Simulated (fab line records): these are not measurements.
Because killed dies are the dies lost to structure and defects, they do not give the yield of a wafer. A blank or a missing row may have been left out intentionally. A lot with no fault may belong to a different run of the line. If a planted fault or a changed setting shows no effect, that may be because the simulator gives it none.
fab line records / flow nand-harc
record lots=6 wafers=18 last-day=30
route steps=1302 shown A_SOURCE_PLATE@418 A_ONON_D1@424 END@1302
lots that met no fault: taken from a fault-free run of the same line
start-h: hours from the record's first day to the start of the lot's first wafer shown / wait-h: how many hours have passed since the lot's step before this one / " repeats the value in the row above / L1.1+2: several wafers, shown together as one row / - no value, or no start given / * or withheld: withheld / < > ~ a bound
route shown NAME@n: a module of which the file shows steps, and the number in the route of the first / usual: mean/standard deviation taken from wafers without a fault / same: alike in all rows / chamber/n: place in a boat / sites: readings site by site / _std_site: the standard deviation of these / _edge_site: the outer-site mean with the inner-site mean subtracted / radius-mm: for every site, how far away it sits from the centre of the wafer / mask NAME#n: copy n / behind: the tool/chamber that last shaped the wafer / hold: the reason the lot was held/the length of the hold in hours/how it ended / device: transistor that didn't switch, given as n, p or np / end of line: the same wafers' tests at the end of the route / step lacking rows: just its recipe / killed: the dies lost at the first sort to structure and to defects; this is not the yield of the wafer / map: the dies of a wafer, with x for killed, . for not killed, _ for no die there
set.NAME: the setting that was run; set.NAME@STEP: the one run at that earlier step / model.NAME: the simulator's own value behind a step, which no gauge read
lots at selected steps of the route; one table per step, one row per wafer
services: when a tool's chamber went out of use (start-h, in hours from the record's first day, below 0 if earlier), for how many hours, and the reason
## steps
# step NHARC_A_SOURCE_PLATE_CVD_03
# recipe target-thk-a=2000 temp-c=620 pressure-mtorr=200 time-s=4000 material=poly-Si
# step NHARC_A_SOURCE_PLATE_ANNEAL_05
# recipe temp-c=850 time-s=1800
# step NHARC_A_SOURCE_PLATE_THK_MEAS_06
# recipe thk-meas-gauge=ellipsometry
# usual thk-nm=200.0/2.5
lot.wafer=L553.1 tool=film-metro-02 chamber=- start-h=196.24 wait-h=0.4 thk-nm=199.5
lot.wafer=L553.4 tool=film-metro-02 chamber=- start-h=196.24 wait-h=0.4 thk-nm=198.3
lot.wafer=L553.6 tool=film-metro-02 chamber=- start-h=196.24 wait-h=0.4 thk-nm=199.1
lot.wafer=L558.2 tool=film-metro-01 chamber=- start-h=254.81 wait-h=0.4 thk-nm=202.4
lot.wafer=L558.4 tool=film-metro-01 chamber=- start-h=254.81 wait-h=0.4 thk-nm=204.4
lot.wafer=L558.6 tool=film-metro-01 chamber=- start-h=254.81 wait-h=0.4 thk-nm=203.9
lot.wafer=L560.4 tool=film-metro-01 chamber=- start-h=274.62 wait-h=0.4 thk-nm=200.2
lot.wafer=L560.5 tool=film-metro-01 chamber=- start-h=274.62 wait-h=0.4 thk-nm=201.6
lot.wafer=L560.6 tool=film-metro-01 chamber=- start-h=274.62 wait-h=0.4 thk-nm=199.2
lot.wafer=L562.1 tool=film-metro-01 chamber=- start-h=307.68 wait-h=0.4 thk-nm=199.8
lot.wafer=L562.2 tool=film-metro-01 chamber=- start-h=307.68 wait-h=0.4 thk-nm=198.7
lot.wafer=L562.5 tool=film-metro-01 chamber=- start-h=307.68 wait-h=0.4 thk-nm=200.6
lot.wafer=L568.1 tool=film-metro-01 chamber=- start-h=347.67 wait-h=0.4 thk-nm=192.3
lot.wafer=L568.2 tool=film-metro-01 chamber=- start-h=347.67 wait-h=0.4 thk-nm=193.6
lot.wafer=L568.5 tool=film-metro-01 chamber=- start-h=347.67 wait-h=0.4 thk-nm=194.2
lot.wafer=L569.3 tool=film-metro-02 chamber=- start-h=359.23 wait-h=0.4 thk-nm=200.8
lot.wafer=L569.5 tool=film-metro-02 chamber=- start-h=359.23 wait-h=0.4 thk-nm=200.4
lot.wafer=L569.6 tool=film-metro-02 chamber=- start-h=359.23 wait-h=0.4 thk-nm=201.4
# step NHARC_A_SOURCE_PLATE_INSPECT_08
# usual raw-defect-count=61/24
lot.wafer=L553.1 tool=defect-inspect-01 chamber=- start-h=196.36 wait-h=0.0 raw-defect-count=33
lot.wafer=L553.4 tool=defect-inspect-01 chamber=- start-h=196.36 wait-h=0.0 raw-defect-count=41
lot.wafer=L553.6 tool=defect-inspect-01 chamber=- start-h=196.36 wait-h=0.0 raw-defect-count=59
lot.wafer=L558.2 tool=defect-inspect-01 chamber=- start-h=254.89 wait-h=0.0 raw-defect-count=38
lot.wafer=L558.4 tool=defect-inspect-01 chamber=- start-h=254.89 wait-h=0.0 raw-defect-count=66
lot.wafer=L558.6 tool=defect-inspect-01 chamber=- start-h=254.89 wait-h=0.0 raw-defect-count=41
lot.wafer=L560.4 tool=defect-inspect-01 chamber=- start-h=274.69 wait-h=0.0 raw-defect-count=65
lot.wafer=L560.5 tool=defect-inspect-01 chamber=- start-h=274.69 wait-h=0.0 raw-defect-count=72
lot.wafer=L560.6 tool=defect-inspect-01 chamber=- start-h=274.69 wait-h=0.0 raw-defect-count=79
lot.wafer=L562.1 tool=defect-inspect-01 chamber=- start-h=307.76 wait-h=0.0 raw-defect-count=43
lot.wafer=L562.2 tool=defect-inspect-01 chamber=- start-h=307.76 wait-h=0.0 raw-defect-count=29
lot.wafer=L562.5 tool=defect-inspect-01 chamber=- start-h=307.76 wait-h=0.0 raw-defect-count=65
lot.wafer=L568.1 tool=defect-inspect-02 chamber=- start-h=347.75 wait-h=0.0 raw-defect-count=106
lot.wafer=L568.2 tool=defect-inspect-02 chamber=- start-h=347.75 wait-h=0.0 raw-defect-count=61
lot.wafer=L568.5 tool=defect-inspect-02 chamber=- start-h=347.75 wait-h=0.0 raw-defect-count=64
lot.wafer=L569.3 tool=defect-inspect-01 chamber=- start-h=359.32 wait-h=0.0 raw-defect-count=52
lot.wafer=L569.5 tool=defect-inspect-01 chamber=- start-h=359.32 wait-h=0.0 raw-defect-count=32
lot.wafer=L569.6 tool=defect-inspect-01 chamber=- start-h=359.32 wait-h=0.0 raw-defect-count=29
# step NHARC_A_ONON_D1_DEP_00
# recipe target-thk-a=10000 n2-flow-sccm=2750 n2o-flow-sccm=2000 nh3-flow-sccm=500 sih4-flow-sccm=210 temp-c=400
# step NHARC_A_ONON_D1_THK_MEAS_02
# recipe thk-meas-gauge=ellipsometry
# usual thk-nm=998/10
lot.wafer=L553.1 tool=film-metro-01 chamber=- start-h=196.94 wait-h=- thk-nm=985
lot.wafer=L553.4 tool=film-metro-01 chamber=- start-h=196.94 wait-h=- thk-nm=986
lot.wafer=L553.6 tool=film-metro-01 chamber=- start-h=196.94 wait-h=- thk-nm=987
lot.wafer=L558.2 tool=film-metro-02 chamber=- start-h=255.47 wait-h=- thk-nm=1005
lot.wafer=L558.4 tool=film-metro-02 chamber=- start-h=255.47 wait-h=- thk-nm=1006
lot.wafer=L558.6 tool=film-metro-02 chamber=- start-h=255.47 wait-h=- thk-nm=1006
lot.wafer=L560.4 tool=film-metro-01 chamber=- start-h=275.32 wait-h=- thk-nm=1011
lot.wafer=L560.5 tool=film-metro-01 chamber=- start-h=275.32 wait-h=- thk-nm=1010
lot.wafer=L560.6 tool=film-metro-01 chamber=- start-h=275.32 wait-h=- thk-nm=1010
lot.wafer=L562.1 tool=film-metro-01 chamber=- start-h=308.33 wait-h=- thk-nm=1015
lot.wafer=L562.2 tool=film-metro-01 chamber=- start-h=308.33 wait-h=- thk-nm=1013
lot.wafer=L562.5 tool=film-metro-01 chamber=- start-h=308.33 wait-h=- thk-nm=1014
lot.wafer=L568.1 tool=film-metro-02 chamber=- start-h=348.33 wait-h=- thk-nm=974
lot.wafer=L568.2 tool=film-metro-02 chamber=- start-h=348.33 wait-h=- thk-nm=976
lot.wafer=L568.5 tool=film-metro-02 chamber=- start-h=348.33 wait-h=- thk-nm=976
lot.wafer=L569.3 tool=film-metro-02 chamber=- start-h=359.91 wait-h=- thk-nm=989
lot.wafer=L569.5 tool=film-metro-02 chamber=- start-h=359.91 wait-h=- thk-nm=989
lot.wafer=L569.6 tool=film-metro-02 chamber=- start-h=359.91 wait-h=- thk-nm=988
# step NHARC_A_ONON_D1_DEP_03
# recipe target-thk-a=10000 n2-flow-sccm=2750 n2o-flow-sccm=2000 nh3-flow-sccm=500 sih4-flow-sccm=210 temp-c=400
# step NHARC_A_ONON_D1_THK_MEAS_05
# recipe thk-meas-gauge=ellipsometry
# usual thk-nm=1000/11
lot.wafer=L553.1 tool=film-metro-01 chamber=- start-h=197.51 wait-h=- thk-nm=995
lot.wafer=L553.4 tool=film-metro-01 chamber=- start-h=197.51 wait-h=- thk-nm=997
lot.wafer=L553.6 tool=film-metro-01 chamber=- start-h=197.51 wait-h=- thk-nm=994
lot.wafer=L558.2 tool=film-metro-01 chamber=- start-h=256.03 wait-h=- thk-nm=1000
lot.wafer=L558.4 tool=film-metro-01 chamber=- start-h=256.03 wait-h=- thk-nm=999
lot.wafer=L558.6 tool=film-metro-01 chamber=- start-h=256.03 wait-h=- thk-nm=998
lot.wafer=L560.4 tool=film-metro-01 chamber=- start-h=276.02 wait-h=- thk-nm=991
lot.wafer=L560.5 tool=film-metro-01 chamber=- start-h=276.02 wait-h=- thk-nm=990
lot.wafer=L560.6 tool=film-metro-01 chamber=- start-h=276.02 wait-h=- thk-nm=991
lot.wafer=L562.1 tool=film-metro-02 chamber=- start-h=308.91 wait-h=- thk-nm=1008
lot.wafer=L562.2 tool=film-metro-02 chamber=- start-h=308.91 wait-h=- thk-nm=1011
lot.wafer=L562.5 tool=film-metro-02 chamber=- start-h=308.91 wait-h=- thk-nm=1007
lot.wafer=L568.1 tool=film-metro-02 chamber=- start-h=348.90 wait-h=- thk-nm=1010
lot.wafer=L568.2 tool=film-metro-02 chamber=- start-h=348.90 wait-h=- thk-nm=1010
lot.wafer=L568.5 tool=film-metro-02 chamber=- start-h=348.90 wait-h=- thk-nm=1011
lot.wafer=L569.3 tool=film-metro-01 chamber=- start-h=360.48 wait-h=- thk-nm=977
lot.wafer=L569.5 tool=film-metro-01 chamber=- start-h=360.48 wait-h=- thk-nm=979
lot.wafer=L569.6 tool=film-metro-01 chamber=- start-h=360.48 wait-h=- thk-nm=979
# step NHARC_A_ONON_D1_DEP_06
# recipe target-thk-a=10000 n2-flow-sccm=2750 n2o-flow-sccm=2000 nh3-flow-sccm=500 sih4-flow-sccm=210 temp-c=400
# step NHARC_A_ONON_D1_THK_MEAS_08
# recipe thk-meas-gauge=ellipsometry
# usual thk-nm=1000/10
lot.wafer=L553.1 tool=film-metro-01 chamber=- start-h=198.07 wait-h=- thk-nm=1000
lot.wafer=L553.4 tool=film-metro-01 chamber=- start-h=198.07 wait-h=- thk-nm=999
lot.wafer=L553.6 tool=film-metro-01 chamber=- start-h=198.07 wait-h=- thk-nm=998
lot.wafer=L558.2 tool=film-metro-01 chamber=- start-h=256.61 wait-h=- thk-nm=990
lot.wafer=L558.4 tool=film-metro-01 chamber=- start-h=256.61 wait-h=- thk-nm=990
lot.wafer=L558.6 tool=film-metro-01 chamber=- start-h=256.61 wait-h=- thk-nm=988
lot.wafer=L560.4 tool=film-metro-02 chamber=- start-h=276.71 wait-h=- thk-nm=1000
lot.wafer=L560.5 tool=film-metro-02 chamber=- start-h=276.71 wait-h=- thk-nm=999
lot.wafer=L560.6 tool=film-metro-02 chamber=- start-h=276.71 wait-h=- thk-nm=1001
lot.wafer=L562.1 tool=film-metro-01 chamber=- start-h=309.47 wait-h=- thk-nm=990
lot.wafer=L562.2 tool=film-metro-01 chamber=- start-h=309.47 wait-h=- thk-nm=991
lot.wafer=L562.5 tool=film-metro-01 chamber=- start-h=309.47 wait-h=- thk-nm=990
lot.wafer=L568.1 tool=film-metro-02 chamber=- start-h=349.47 wait-h=- thk-nm=999
lot.wafer=L568.2 tool=film-metro-02 chamber=- start-h=349.47 wait-h=- thk-nm=997
lot.wafer=L568.5 tool=film-metro-02 chamber=- start-h=349.47 wait-h=- thk-nm=998
lot.wafer=L569.3 tool=film-metro-02 chamber=- start-h=361.05 wait-h=- thk-nm=1019
lot.wafer=L569.5 tool=film-metro-02 chamber=- start-h=361.05 wait-h=- thk-nm=1017
lot.wafer=L569.6 tool=film-metro-02 chamber=- start-h=361.05 wait-h=- thk-nm=1020
# step NHARC_A_ONON_D1_DEP_09
# recipe target-thk-a=10000 n2-flow-sccm=2750 n2o-flow-sccm=2000 nh3-flow-sccm=500 sih4-flow-sccm=210 temp-c=400
lot.wafer=L553.1+4+6 tool=pecvd-onon-02 chamber=0 start-h=198.13 wait-h=0.1
lot.wafer=L558.2+4+6 tool=pecvd-onon-03 chamber=0 start-h=256.72 wait-h=0.1
lot.wafer=L560.4+5+6 tool=pecvd-onon-03 chamber=0 start-h=277.24 wait-h=0.5
lot.wafer=L562.1+2+5 tool=pecvd-onon-01 chamber=0 start-h=309.53 wait-h=0.1
lot.wafer=L568.1+2+5 tool=pecvd-onon-02 chamber=0 start-h=349.53 wait-h=0.1
lot.wafer=L569.3+5+6 tool=pecvd-onon-02 chamber=0 start-h=361.22 wait-h=0.2
# step NHARC_A_ONON_D1_THK_MEAS_11
# recipe thk-meas-gauge=ellipsometry
# usual thk-nm=996/9.6
lot.wafer=L553.1 tool=film-metro-01 chamber=- start-h=198.63 wait-h=- hold=- thk-nm=1018
lot.wafer=L553.4 tool=film-metro-01 chamber=- start-h=198.63 wait-h=- hold=- thk-nm=1017
lot.wafer=L553.6 tool=film-metro-01 chamber=- start-h=198.63 wait-h=- hold=- thk-nm=1015
lot.wafer=L558.2 tool=film-metro-02 chamber=- start-h=257.18 wait-h=- hold=- thk-nm=1012
lot.wafer=L558.4 tool=film-metro-02 chamber=- start-h=257.18 wait-h=- hold=- thk-nm=1012
lot.wafer=L558.6 tool=film-metro-02 chamber=- start-h=257.18 wait-h=- hold=- thk-nm=1014
lot.wafer=L560.4 tool=film-metro-02 chamber=- start-h=277.57 wait-h=- hold=- thk-nm=1007
lot.wafer=L560.5 tool=film-metro-02 chamber=- start-h=277.57 wait-h=- hold=- thk-nm=1005
lot.wafer=L560.6 tool=film-metro-02 chamber=- start-h=277.57 wait-h=- hold=- thk-nm=1006
lot.wafer=L562.1 tool=film-metro-02 chamber=- start-h=310.04 wait-h=- hold=- thk-nm=993
lot.wafer=L562.2 tool=film-metro-02 chamber=- start-h=310.04 wait-h=- hold=- thk-nm=993
lot.wafer=L562.5 tool=film-metro-02 chamber=- start-h=310.04 wait-h=- hold=- thk-nm=993
lot.wafer=L568.1 tool=film-metro-01 chamber=- start-h=350.03 wait-h=- hold=await-dispo/0.2h/release thk-nm=1878
lot.wafer=L568.2 tool=film-metro-01 chamber=- start-h=350.03 wait-h=- hold=await-dispo/0.2h/release thk-nm=1879
lot.wafer=L568.5 tool=film-metro-01 chamber=- start-h=350.03 wait-h=- hold=await-dispo/0.2h/release thk-nm=1878
lot.wafer=L568.1 tool=film-metro-01 chamber=- start-h=350.21 wait-h=0.2 hold=- thk-nm=1880
lot.wafer=L568.2 tool=film-metro-01 chamber=- start-h=350.21 wait-h=0.2 hold=- thk-nm=1879
lot.wafer=L568.5 tool=film-metro-01 chamber=- start-h=350.21 wait-h=0.2 hold=- thk-nm=1878
lot.wafer=L569.3 tool=film-metro-02 chamber=- start-h=361.62 wait-h=- hold=await-dispo/0.2h/release thk-nm=1876
lot.wafer=L569.5 tool=film-metro-02 chamber=- start-h=361.62 wait-h=- hold=await-dispo/0.2h/release thk-nm=1876
lot.wafer=L569.6 tool=film-metro-02 chamber=- start-h=361.62 wait-h=- hold=await-dispo/0.2h/release thk-nm=1876
lot.wafer=L569.3 tool=film-metro-02 chamber=- start-h=361.79 wait-h=0.2 hold=- thk-nm=1877
lot.wafer=L569.5 tool=film-metro-02 chamber=- start-h=361.79 wait-h=0.2 hold=- thk-nm=1876
lot.wafer=L569.6 tool=film-metro-02 chamber=- start-h=361.79 wait-h=0.2 hold=- thk-nm=1876
# step NHARC_END_SORT_01
# recipe temp-c=25
# usual defect-limited-yield=90.6/2.6 killed-at-array=58/18 killed-at-other=1.0/1.5 killed-at-periphery=4/3.1 killed-dies=64/18 killed-open=3.4/1.9 killed-short=2.7/1.7
# same gross-dies=677
lot.wafer=L562.1 tool=prober-01 chamber=0 start-h=710.90 wait-h=2.5 defect-limited-yield[%]=89.5 killed-at-array=68 killed-at-other=0 killed-at-periphery=3 killed-dies=71 killed-open=4 killed-short=1
lot.wafer=L562.2 tool=prober-01 chamber=0 start-h=711.70 wait-h=2.8 defect-limited-yield[%]=89.2 killed-at-array=70 killed-at-other=0 killed-at-periphery=3 killed-dies=73 killed-open=4 killed-short=1
lot.wafer=L562.5 tool=prober-01 chamber=0 start-h=714.09 wait-h=3.7 defect-limited-yield[%]=87.1 killed-at-array=83 killed-at-other=0 killed-at-periphery=4 killed-dies=87 killed-open=3 killed-short=2
# killed by level:class
L562.1 A_SLIT:chamber-film-flake=31 A_CHANNEL_HOLE_D1:chamber-film-flake=30 A_BLC:geometric-particle:open=2 P_GATE:chamber-film-flake=2 A_CHANNEL_FILL_D1:geometric-particle:short=1 A_ONON_D2:geometric-particle:open=1 A_M0:geometric-particle:open=1 P_M0:chamber-film-flake=1
L562.2 A_SLIT:chamber-film-flake=34 A_CHANNEL_HOLE_D1:chamber-film-flake=24 P_GATE:chamber-film-flake=3 A_BLC:geometric-particle:open=2 A_DECK1_JOINT:chamber-film-flake=2 A_STAIRCASE:chamber-film-flake=2 A_CONTACT:chamber-film-flake=2 A_ONON_D1:geometric-particle:short=1
L562.5 A_CHANNEL_HOLE_D1:chamber-film-flake=38 A_SLIT:chamber-film-flake=31 A_CONTACT:chamber-film-flake=4 A_STAIRCASE:chamber-film-flake=3 P_GATE:chamber-film-flake=2 A_CHANNEL_FILL_D2:chamber-film-flake=2 P_GATE:geometric-particle:open=1 A_CHANNEL_FILL_D1:geometric-particle:short=1
## services
tool=pecvd-onon-02 chamber=- start-h=185.00 hours=13.0 kind=pm
tool=pecvd-onon-03 chamber=- start-h=227.00 hours=13.0 kind=pm
tool=pecvd-onon-01 chamber=- start-h=269.11 hours=13.0 kind=pm
## key
first-sign step=NHARC_A_ONON_D1_THK_MEAS_11 reading=visit direction=added
effect step=NHARC_A_ONON_D1_THK_MEAS_11 reading=thk-nm direction=up sigmas=91 usual=996 struck=1877
met-at NHARC_A_ONON_D1_DEP_09
struck-wafers L568.1,L568.2,L568.5,L569.3,L569.5,L569.6
scrapped-behind NHARC_A_ONON_D1_THK_MEAS_11 L568.1,L568.2,L568.5,L569.3,L569.5,L569.6
onset-between 198.13 349.53
also-fits time
fault kind=process-parameter-drift tool=pecvd-onon-02 chamber=0 onset-h=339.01 steps=NHARC_A_ONON_D1_DEP_09 channel=target-thk-a offset=* shape=step end-h=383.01 acts-in=* stated=*
